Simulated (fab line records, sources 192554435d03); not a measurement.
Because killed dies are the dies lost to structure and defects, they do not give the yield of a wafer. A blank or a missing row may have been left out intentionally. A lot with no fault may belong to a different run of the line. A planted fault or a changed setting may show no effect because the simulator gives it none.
Code-filled problem report in 8D (eight disciplines) form | flow n5Finfet | the parts of the form that need people (team, actions taken, sign-off) are left out

1. PROBLEM STATEMENT
Across 3 wafers from 2 lots, M2_ILD_THK at N5_BEOL_M2_THK_MEAS_01 averages 57.4 nm, while fault-free wafers read 78.6 nm with a standard deviation of 1.1. Measured from the usual mean, that is -19 standard deviations.
The first sign was on wafer L960.1 at day 9 13:58, on filmMetro-02. The record holds 29 wafers of 10 lots with a number at this step. Rule for "out" (also "out of limits"): further than 4 standard deviations from the usual mean. The rest of the wafers with a number are treated as sound.

2. WHAT IT IS, AND WHAT IT ISN'T
question                    | is                         | is not
which readings at this step | M2_ILD_THK                 | -
which lots                  | L960, L962                 | L950, L951, L956, L957, L959, L961, L968, L971
which wafers of those lots  | L960.1, L960.5, L962.5     | L960.2, L962.4
read on which gauges        | filmMetro-01, filmMetro-02 | -
when                        | from day 9 13:58           | up to then (16 sound wafers); but 10 sound wafers of L961, L962, L968, L971 came after

3. WHAT RULES OUT EACH SUSPECT
Counting: any tool at a process step up to the reading remains a suspect provided it ran every lot that is out. Sound lots after the first of them don't rule it out here, since some wafers of a struck lot are sound.
- the gauge at N5_BEOL_M2_THK_MEAS_01: ruled out. 2 gauges (filmMetro-01, filmMetro-02) read the wafers that are out.
- cvdCo-02 at N5_BEOL_M1_CO_CAP_55 (material Co, precursor CCTBA/H2, target thk 2 nm, time 102.1 s): kept. It processed each lot that is out (first: L960, day 9 13:40); up to then, its last sound lot is L959 (day 9 12:02).
- pecvd-03 at N5_BEOL_M2_ILD_DEP_00 (deposits SiOC from DEMS/O2, target thk 79 nm, time 15.3 s): kept. It processed each lot that is out (first: L960, day 9 13:55); up to then, its last sound lot is L959 (day 9 12:17).
- Within pecvd-03 at N5_BEOL_M2_ILD_DEP_00: the wafers that are out ran in chambers 0, 1; their sound lot-mates ran in chamber 2.
What counting leaves: cvdCo-02 at N5_BEOL_M1_CO_CAP_55 and pecvd-03 at N5_BEOL_M2_ILD_DEP_00.

4. THE CAUSE (what the simulator had put in)
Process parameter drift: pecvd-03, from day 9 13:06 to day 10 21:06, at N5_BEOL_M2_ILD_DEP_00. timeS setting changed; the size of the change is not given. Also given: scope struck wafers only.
Of the 2 suspects that counting leaves, this tool is one.

5. THE EFFECT CHAIN, in route order
Rows list readings where the struck wafers' mean (over those with a number) sits beyond 3 standard deviations from the usual. Only readings for which the record gives a usual standard deviation are gone through. hours: the time from each lot's start at the first step in this table that gives one to its start at this step, as a median over the lots. sigmas: the change in usual standard deviations.
hours | step                   | reading    | usual   | on struck wafers | change | sigmas
0     | N5_BEOL_M2_THK_MEAS_01 | M2_ILD_THK | 78.6 nm | 57.4             | -21.2  | -19
Readings that are blank on the struck wafers while sound wafers have them: rfFwdPowerW at N5_BEOL_M2_ILD_DEP_00.
At these later measuring or inspecting steps, every struck wafer for which the step has a row has a number for every such reading, and none has moved that far: N5_BEOL_M4_RC_MEAS_101.

6. HOW IT WOULD HAVE BEEN CAUGHT EARLIER
In this record the first reading out of limits at a measuring or inspecting step was taken at day 9 13:58, 1 hour after the fault began at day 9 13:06.
Among the 2 lots that are out, L962 began N5_BEOL_M2_ILD_DEP_00 on pecvd-03 after day 9 13:58. A hold on the tool at that time would have spared it.
